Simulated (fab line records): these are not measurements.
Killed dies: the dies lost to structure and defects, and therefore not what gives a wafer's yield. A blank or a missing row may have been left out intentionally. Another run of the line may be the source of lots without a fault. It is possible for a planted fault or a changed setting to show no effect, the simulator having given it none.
A lot that was struck, set against a sound lot | flow nand harc | 15 out of 1159 route steps
Sound: the wafers L496.1, L496.2, L496.6. Struck: wafers L509.3, L509.4, L509.6. The cause is named last.
Order at every step that has rows: each side's tool, ch and its chambers, its first start. Under that, the readings that differ: sound wafers | struck wafers | difference of the means | sigmas: that difference in standard deviations of wafers without a fault.
alike: a reading whose means differ by less than 2 such deviations, as well as words and numbers matching on both sides. not compared: withheld readings; readings where some wafer has no value; bounds like >300 that might hide an equal value; numbers whose values overlap and for which the record gives no deviation.
Wherever a step has rows on one side only, a row that says differs or no value, or a row with sigmas, the two part there. When numbers do not overlap yet have no deviation, they are printed without sigmas and do not part them. A reading that every wafer of one side lacks parts them only if that side has two wafers or more.

first, 9 steps without rows for these wafers: NHARC_THIN_TSV_PVD_24 (deposits Al, target thk 800 nm); NHARC_THIN_TSV_DEHYDRATE_25 (time 120 s); NHARC_THIN_TSV_HMDS_26 (time 30 s); NHARC_THIN_TSV_COAT_27; NHARC_THIN_TSV_SOFTBAKE_28 (time 95 s); NHARC_THIN_TSV_EBR_29; NHARC_THIN_TSV_EXPOSE_30 (exposes mask PAD); NHARC_THIN_TSV_PEB_31 (peb time 85 s); NHARC_THIN_TSV_DEVELOP_32 (time 70 s).
NHARC_THIN_TSV_CD_MEAS_33: the cd target is 5000 nm.
  sound on cd sem-03 ch 0, day 19 11:10; struck on cd sem-02 ch 0, day 23 04:22
  alike: cd nm
then, 1 step without rows for these wafers: NHARC_THIN_TSV_HARDBAKE_34 (time 80 s).
NHARC_THIN_TSV_DESCUM_35: chemistry O2, time 3 s.
  sound on rie diel-13 ch 1,2,3, day 19 11:20; struck on rie diel-05 ch 1,2,3, day 23 04:32
  alike: drypump motor current A, oes product au, rf vpp V, showerhead plenum p Torr, throttle valve pct
  not compared: rf hours counter h
NHARC_THIN_TSV_ETCH_59: etches the open film in Cl2/BCl3, target depth 880 nm, time 138.1 s.
  sound on rie metal-01 ch 0,1, day 19 11:27; struck on rie metal-02 ch 0,1, day 23 04:44
  reading               | sound             | struck            | difference | sigmas
  oes product au (a.u.) | 1.005 1.018 0.995 | 0.878 0.892 0.890 | -0.119     | -11
  alike: drypump motor current A, throttle valve pct
  not compared: rf hours counter h
NHARC_THIN_TSV_ETCH_36: etches the open film in Cl2/BCl3, target depth 65 nm, time 18.571 s.
  sound on rie metal-01 ch 0,1, day 19 11:43; struck on rie metal-02 ch 0,1, day 23 04:56
  reading               | sound             | struck            | difference | sigmas
  oes product au (a.u.) | 1.000 1.016 1.012 | 0.982 0.995 0.991 | -0.020     | -2
  alike: drypump motor current A
  not compared: rf hours counter h
NHARC_END_SORT_01:
  at this point the record logs the struck wafers (prober-02 ch 0, day 23 13:39) and has no rows for the sound ones

## WHERE THEY PART
Last at NHARC_END_SORT_01 as far as this record goes, first at NHARC_THIN_TSV_ETCH_59.

WHY: what the simulator had put in
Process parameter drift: rie metal-02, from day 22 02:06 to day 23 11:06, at NHARC_THIN_TSV_ETCH_59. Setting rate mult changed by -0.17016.
